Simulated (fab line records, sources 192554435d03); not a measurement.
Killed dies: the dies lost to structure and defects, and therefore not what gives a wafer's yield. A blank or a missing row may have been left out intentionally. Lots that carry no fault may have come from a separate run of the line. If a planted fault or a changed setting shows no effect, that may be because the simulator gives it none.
Split-lot study || flow n5 finfet || route with 1938 steps; 7 lots, 39 wafers read

SPLIT DETAILS
At N5_BEOL_M12_SPUTTER_44 (material Ta, target thk 10 nm, time 16.13 s), the setting time s was moved away from the recipe's 16.13 s on 15 of the 39 wafers read, by -59.3% to +42.6%. All remaining wafers had this setting at the recipe value.

FROM THE SPLIT TO THE READING: what the file shows between them, 3 steps
- N5_BEOL_M12_SPUTTER_45: material Cu, target thk 80 nm, time 13.33 s
- N5_BEOL_M12_ECD_47: material Cu, target thk 720 nm
- N5_BEOL_M12_ANNEAL_48: time 90 s

THE READING
barrier field endpoint s, in s, at N5_BEOL_M12_CMP_49 (polishes, stops on SiOC, t overpolish 20.6 s, target thk 320 nm). Fault-free wafers of this fab line usually give 29.9 s, standard deviation 0.77 s.

{"wafer": "L077.3", "tool, chamber at the split": "pvd sputter-01, -", "time s as run, s": 22.29, "against the recipe": "+38.2%", "barrier field endpoint s, s": 35.3, "against lot-mates on the recipe": "+5.1"}
{"wafer": "L077.1", "tool, chamber at the split": "pvd sputter-01, -", "time s as run, s": 16.13, "against the recipe": "recipe", "barrier field endpoint s, s": 29.6, "against lot-mates on the recipe": "-"}
{"wafer": "L077.4", "tool, chamber at the split": "pvd sputter-01, -", "time s as run, s": 16.13, "against the recipe": "recipe", "barrier field endpoint s, s": 30.5, "against lot-mates on the recipe": "-"}
{"wafer": "L077.2", "tool, chamber at the split": "pvd sputter-01, -", "time s as run, s": 22.29, "against the recipe": "+38.2%", "barrier field endpoint s, s": 34.3, "against lot-mates on the recipe": "+4.1"}
{"wafer": "L077.5", "tool, chamber at the split": "pvd sputter-01, -", "time s as run, s": 22.29, "against the recipe": "+38.2%", "barrier field endpoint s, s": 36.1, "against lot-mates on the recipe": "+5.9"}
{"wafer": "L077.6", "tool, chamber at the split": "pvd sputter-01, -", "time s as run, s": 16.13, "against the recipe": "recipe", "barrier field endpoint s, s": 30.5, "against lot-mates on the recipe": "-"}
{"wafer": "L078.1", "tool, chamber at the split": "pvd sputter-02, -", "time s as run, s": 10.67, "against the recipe": "-33.8%", "barrier field endpoint s, s": 25.0, "against lot-mates on the recipe": -3.2}
{"wafer": "L078.4", "tool, chamber at the split": "pvd sputter-02, -", "time s as run, s": 10.67, "against the recipe": "-33.8%", "barrier field endpoint s, s": 25.0, "against lot-mates on the recipe": -3.2}
{"wafer": "L078.2", "tool, chamber at the split": "pvd sputter-02, -", "time s as run, s": 16.13, "against the recipe": "recipe", "barrier field endpoint s, s": 27.8, "against lot-mates on the recipe": "-"}
{"wafer": "L078.3", "tool, chamber at the split": "pvd sputter-02, -", "time s as run, s": 10.67, "against the recipe": "-33.8%", "barrier field endpoint s, s": 24.7, "against lot-mates on the recipe": -3.5}
{"wafer": "L078.6", "tool, chamber at the split": "pvd sputter-02, -", "time s as run, s": 16.13, "against the recipe": "recipe", "barrier field endpoint s, s": 27.7, "against lot-mates on the recipe": "-"}
{"wafer": "L078.5", "tool, chamber at the split": "pvd sputter-02, -", "time s as run, s": 16.13, "against the recipe": "recipe", "barrier field endpoint s, s": 29.2, "against lot-mates on the recipe": "-"}
{"wafer": "L080.1", "tool, chamber at the split": "pvd sputter-03, -", "time s as run, s": 16.13, "against the recipe": "recipe", "barrier field endpoint s, s": 30.1, "against lot-mates on the recipe": "-"}
{"wafer": "L080.4", "tool, chamber at the split": "pvd sputter-03, -", "time s as run, s": 6.557, "against the recipe": "-59.3%", "barrier field endpoint s, s": 22.3, "against lot-mates on the recipe": -7.3}
{"wafer": "L080.3", "tool, chamber at the split": "pvd sputter-03, -", "time s as run, s": 6.557, "against the recipe": "-59.3%", "barrier field endpoint s, s": 22.8, "against lot-mates on the recipe": -6.8}
{"wafer": "L080.2", "tool, chamber at the split": "pvd sputter-03, -", "time s as run, s": 6.557, "against the recipe": "-59.3%", "barrier field endpoint s, s": 22.6, "against lot-mates on the recipe": -7.0}
{"wafer": "L080.5", "tool, chamber at the split": "pvd sputter-03, -", "time s as run, s": 16.13, "against the recipe": "recipe", "barrier field endpoint s, s": 29.5, "against lot-mates on the recipe": "-"}
{"wafer": "L080.6", "tool, chamber at the split": "pvd sputter-03, -", "time s as run, s": 16.13, "against the recipe": "recipe", "barrier field endpoint s, s": 29.3, "against lot-mates on the recipe": "-"}
{"wafer": "L083.1", "tool, chamber at the split": "pvd sputter-01, -", "time s as run, s": 16.13, "against the recipe": "recipe", "barrier field endpoint s, s": 29.9, "against lot-mates on the recipe": "-"}
{"wafer": "L083.4", "tool, chamber at the split": "pvd sputter-01, -", "time s as run, s": 6.739, "against the recipe": "-58.2%", "barrier field endpoint s, s": 23.1, "against lot-mates on the recipe": -7.0}
{"wafer": "L083.2", "tool, chamber at the split": "pvd sputter-01, -", "time s as run, s": 6.739, "against the recipe": "-58.2%", "barrier field endpoint s, s": 23.4, "against lot-mates on the recipe": -6.7}
{"wafer": "L083.3", "tool, chamber at the split": "pvd sputter-01, -", "time s as run, s": 16.13, "against the recipe": "recipe", "barrier field endpoint s, s": 30.4, "against lot-mates on the recipe": "-"}
{"wafer": "L083.6", "tool, chamber at the split": "pvd sputter-01, -", "time s as run, s": 16.13, "against the recipe": "recipe", "barrier field endpoint s, s": 30.0, "against lot-mates on the recipe": "-"}
{"wafer": "L083.5", "tool, chamber at the split": "pvd sputter-01, -", "time s as run, s": 6.739, "against the recipe": "-58.2%", "barrier field endpoint s, s": 23.2, "against lot-mates on the recipe": -6.9}
{"wafer": "L086.2", "tool, chamber at the split": "pvd sputter-03, -", "time s as run, s": 16.13, "against the recipe": "recipe", "barrier field endpoint s, s": 29.6, "against lot-mates on the recipe": "-"}
{"wafer": "L086.1", "tool, chamber at the split": "pvd sputter-03, -", "time s as run, s": 16.13, "against the recipe": "recipe", "barrier field endpoint s, s": 29.5, "against lot-mates on the recipe": "-"}
{"wafer": "L086.3", "tool, chamber at the split": "pvd sputter-03, -", "time s as run, s": 16.13, "against the recipe": "recipe", "barrier field endpoint s, s": 30.5, "against lot-mates on the recipe": "-"}
{"wafer": "L090.4", "tool, chamber at the split": "pvd sputter-02, -", "time s as run, s": 16.13, "against the recipe": "recipe", "barrier field endpoint s, s": 29.6, "against lot-mates on the recipe": "-"}
{"wafer": "L090.3", "tool, chamber at the split": "pvd sputter-02, -", "time s as run, s": 23, "against the recipe": "+42.6%", "barrier field endpoint s, s": 34.3, "against lot-mates on the recipe": "+4.9"}
{"wafer": "L090.2", "tool, chamber at the split": "pvd sputter-02, -", "time s as run, s": 16.13, "against the recipe": "recipe", "barrier field endpoint s, s": 29.0, "against lot-mates on the recipe": "-"}
{"wafer": "L090.1", "tool, chamber at the split": "pvd sputter-02, -", "time s as run, s": 23, "against the recipe": "+42.6%", "barrier field endpoint s, s": 34.1, "against lot-mates on the recipe": "+4.7"}
{"wafer": "L090.6", "tool, chamber at the split": "pvd sputter-02, -", "time s as run, s": 23, "against the recipe": "+42.6%", "barrier field endpoint s, s": 34.0, "against lot-mates on the recipe": "+4.6"}
{"wafer": "L090.5", "tool, chamber at the split": "pvd sputter-02, -", "time s as run, s": 16.13, "against the recipe": "recipe", "barrier field endpoint s, s": 29.7, "against lot-mates on the recipe": "-"}
{"wafer": "L094.3", "tool, chamber at the split": "pvd sputter-02, -", "time s as run, s": 16.13, "against the recipe": "recipe", "barrier field endpoint s, s": 30.6, "against lot-mates on the recipe": "-"}
{"wafer": "L094.4", "tool, chamber at the split": "pvd sputter-02, -", "time s as run, s": 16.13, "against the recipe": "recipe", "barrier field endpoint s, s": 30.8, "against lot-mates on the recipe": "-"}
{"wafer": "L094.1", "tool, chamber at the split": "pvd sputter-02, -", "time s as run, s": 16.13, "against the recipe": "recipe", "barrier field endpoint s, s": 30.5, "against lot-mates on the recipe": "-"}
{"wafer": "L094.2", "tool, chamber at the split": "pvd sputter-02, -", "time s as run, s": 16.13, "against the recipe": "recipe", "barrier field endpoint s, s": 29.8, "against lot-mates on the recipe": "-"}
{"wafer": "L094.6", "tool, chamber at the split": "pvd sputter-02, -", "time s as run, s": 16.13, "against the recipe": "recipe", "barrier field endpoint s, s": 31.3, "against lot-mates on the recipe": "-"}
{"wafer": "L094.5", "tool, chamber at the split": "pvd sputter-02, -", "time s as run, s": 16.13, "against the recipe": "recipe", "barrier field endpoint s, s": 30.3, "against lot-mates on the recipe": "-"}

THE FIT
A straight line over all 39 wafers: barrier field endpoint s changes by +0.121 s for each +1% of time s; r = +0.97; the points scatter about the line by 0.82 s.
The same after taking each lot's own level away (the mean of its wafers on the recipe; 39 wafers): +0.117 s for each +1%; r = +0.99; scatter 0.49 s.
According to that fit, moving time s by its largest amount changes the reading by 7 s.
The span of the lots' own levels, 28.23 to 30.55 s, comes to 3.0 times the standard deviation stated above.
Hence the lot-to-lot level has little effect on the slope; both slopes agree.
Check: for one of the wafers moved furthest among these (-59.3%), held out of the fit, the line's prediction against its lot-mates is -6.85 s. It came out at -7.33 s against them.

ADDITIONAL SPLITS CARRIED BY THESE WAFERS
Note: prior to the reading, these wafers also went through further splits. Each is held against what the fit with the lots' levels taken away leaves over:
{"other split on the same wafers": "N5_BEOL_M9_TRENCH_ETCH_37 target depth a", "wafers away from the commonest value": 15, "r with barrier field endpoint s (lot level and that fit taken away)": -0.31}

THE WHOLE CHAIN: every reading that the file lists as answering this split, in the file's order
{"step": "N5_BEOL_M12_SPUTTER_44", "what it does": "material Ta, target thk 10 nm, time 16.13 s", "reading": "Ta_of_BEOL_M12_SPUTTER_44.thk nm (the simulator's own value, which no gauge read)", "change (the file's fit)": "+0.101 nm for each +1% of the setting", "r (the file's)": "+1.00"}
{"step": "N5_BEOL_M12_CMP_49", "what it does": "polishes, stops on SiOC, t overpolish 20.6 s, target thk 320 nm", "reading": "barrier field endpoint s", "change (the file's fit)": "+0.117 s for each +1% of the setting", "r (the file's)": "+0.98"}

THE FILE'S OWN FIT
barrier field endpoint s changes by +0.117 s for each +1% of time s, r = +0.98.
